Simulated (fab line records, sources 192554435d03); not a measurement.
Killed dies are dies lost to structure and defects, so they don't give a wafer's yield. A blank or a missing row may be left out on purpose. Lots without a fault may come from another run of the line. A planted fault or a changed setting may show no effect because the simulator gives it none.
Chamber matching ; flow n5_finfet ; N5_BEOL_M13_TRENCH_ETCH_34 on rie_diel-01: 4 sister chambers
The step etches SiOC in C4F8/O2/Ar, target depth 413.47 nm, time 162.6 s. 20 wafers are shown with their chamber, then 10 later ones without.

== EACH WAFER AND ITS CHAMBER ==
wafer;chamber;drypump_motor_current_A (A);showerhead_plenum_p_Torr (Torr);throttle_valve_pct (%)
L074.4;1;5.8;3.27;23.82
L074.5;3;4.7;3.29;23.89
L074.6;2;5.0;3.32;23.93
L075.1;1;5.8;3.27;23.84
L075.3;3;4.7;3.29;23.90
L075.6;0;5.8;3.56;24.46
L077.1;0;5.8;3.55;24.47
L077.2;1;5.7;3.27;23.84
L077.5;2;5.0;3.31;23.93
L076.1;3;4.7;3.29;23.89
L076.3;1;5.8;3.27;23.83
L076.5;1;5.8;3.27;23.86
L083.3;1;5.8;3.26;23.85
L083.4;1;5.7;3.26;23.86
L083.5;0;5.7;3.54;24.47
L086.1;1;5.8;3.26;23.86
L086.2;3;4.7;3.28;23.93
L086.6;3;4.7;3.28;23.93
L088.1;3;4.7;3.27;23.95
L088.4;2;5.0;3.30;23.98

SIGNATURES (means of the wafers above)
reading;chamber 0;chamber 1;chamber 2;chamber 3;scatter within a chamber
drypump_motor_current_A;5.767;5.775;5.000;4.700;0.0368
showerhead_plenum_p_Torr;3.5500;3.2662;3.3100;3.2833;0.00759
throttle_valve_pct;24.4667;23.8450;23.9467;23.9150;0.0201
Rule: distance of a wafer from a chamber = root of the sum over the readings of ((wafer's reading minus chamber's mean) / reading's scatter) squared. The wafer belongs to the nearest chamber; if the next one is less than 2 further off, it can't be placed. The scatter: the root of (the sum of the squares of (reading less its chamber's mean) over the shown wafers, divided by (wafers less chambers)).

== WAFERS WITH NO CHAMBER GIVEN ==
wafer;drypump_motor_current_A (A);showerhead_plenum_p_Torr (Torr);throttle_valve_pct (%)
L088.5;4.7;3.27;23.95
L091.1;5.7;3.54;24.50
L091.2;4.9;3.30;23.99
L091.6;4.7;3.27;23.93
L093.3;5.7;3.53;24.51
L093.4;5.8;3.25;23.89
L093.6;5.0;3.30;24.00
L096.3;5.8;3.53;24.54
L096.4;5.0;3.29;24.01
L096.6;5.0;3.29;24.00

== WHICH CHAMBER EACH ONE RAN IN ==
wafer;from the rows above;in truth
L088.5;3;3
L091.1;0;0
L091.2;2;2
L091.6;3;3
L093.3;0;0
L093.4;1;1
L093.6;2;2
L096.3;0;0
L096.4;2;2
L096.6;2;2
Correctly placed: 10 of 10. Not placeable from these rows: 0. Placed wrongly: 0.
